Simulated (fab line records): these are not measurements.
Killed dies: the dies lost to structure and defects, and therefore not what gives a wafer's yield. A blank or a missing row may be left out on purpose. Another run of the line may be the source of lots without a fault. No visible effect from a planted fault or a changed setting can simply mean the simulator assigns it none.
What tool caused it? || flow n5 finfet || 11 lots, 33 wafers sampled, at 1 step of a route of 1938

WHAT THE GAUGES READ, wafer by wafer
N5_BEOL_M9_THK_MEAS_01. Usual: M9_ILD_THK 268 nm, standard deviation 3.3.
{"lot": "L150", "measured": "day 9 15:32", "on": "film metro-02", "M9_ILD_THK (nm)": "269 274 266", "flag": ""}
{"lot": "L151", "measured": "day 10 12:40", "on": "film metro-02", "M9_ILD_THK (nm)": "268 267 275", "flag": ""}
{"lot": "L155", "measured": "day 11 17:01", "on": "film metro-02", "M9_ILD_THK (nm)": "266 270 268", "flag": ""}
{"lot": "L156", "measured": "day 12 01:58", "on": "film metro-01", "M9_ILD_THK (nm)": "268 266 270", "flag": ""}
{"lot": "L159", "measured": "day 12 03:49", "on": "film metro-01", "M9_ILD_THK (nm)": "266 265 273", "flag": ""}
{"lot": "L158", "measured": "day 12 10:14", "on": "film metro-02", "M9_ILD_THK (nm)": "266 263 273", "flag": ""}
{"lot": "L163", "measured": "day 14 03:58", "on": "film metro-02", "M9_ILD_THK (nm)": "266 264 275", "flag": ""}
{"lot": "L165", "measured": "day 14 06:19", "on": "film metro-02", "M9_ILD_THK (nm)": "267 271 272", "flag": ""}
{"lot": "L166", "measured": "day 14 09:56", "on": "film metro-01", "M9_ILD_THK (nm)": "263 264 267", "flag": ""}
{"lot": "L171", "measured": "day 15 13:53", "on": "film metro-02", "M9_ILD_THK (nm)": "263 261 264", "flag": ""}
{"lot": "L169", "measured": "day 15 14:11", "on": "film metro-01", "M9_ILD_THK (nm)": "264 266 266", "flag": ""}

WHAT TOOL EACH LOT RAN ON (gives the tool, then ch and the chambers of the sampled wafers, and finally the start)
The record shows no process step preceding these readings.

WHAT THE TOOLS THEMSELVES READ (means of the sampled wafers that have a number; where no wafer has one, the mark that the record gives instead)
The record holds no such reading with a usual standard deviation.

THE ANSWER, worked out from the rows above alone
Rule: lot off if the mean of its wafers having a number is beyond 3 standard deviations from the usual mean. Also off: a lot with no number at a reading for which 4 or more lots have one. The other lots that the step has rows for count as sound. First the gauges in route order, then the tools' own readings, where a lot's mean is used as printed above. At the first step where some lot is off, the reading lying furthest off is the one used; lots without a number count as furthest.
No lot is off at any reading shown: from this, nothing can be told.

WHAT THE SIMULATOR HAD PUT IN
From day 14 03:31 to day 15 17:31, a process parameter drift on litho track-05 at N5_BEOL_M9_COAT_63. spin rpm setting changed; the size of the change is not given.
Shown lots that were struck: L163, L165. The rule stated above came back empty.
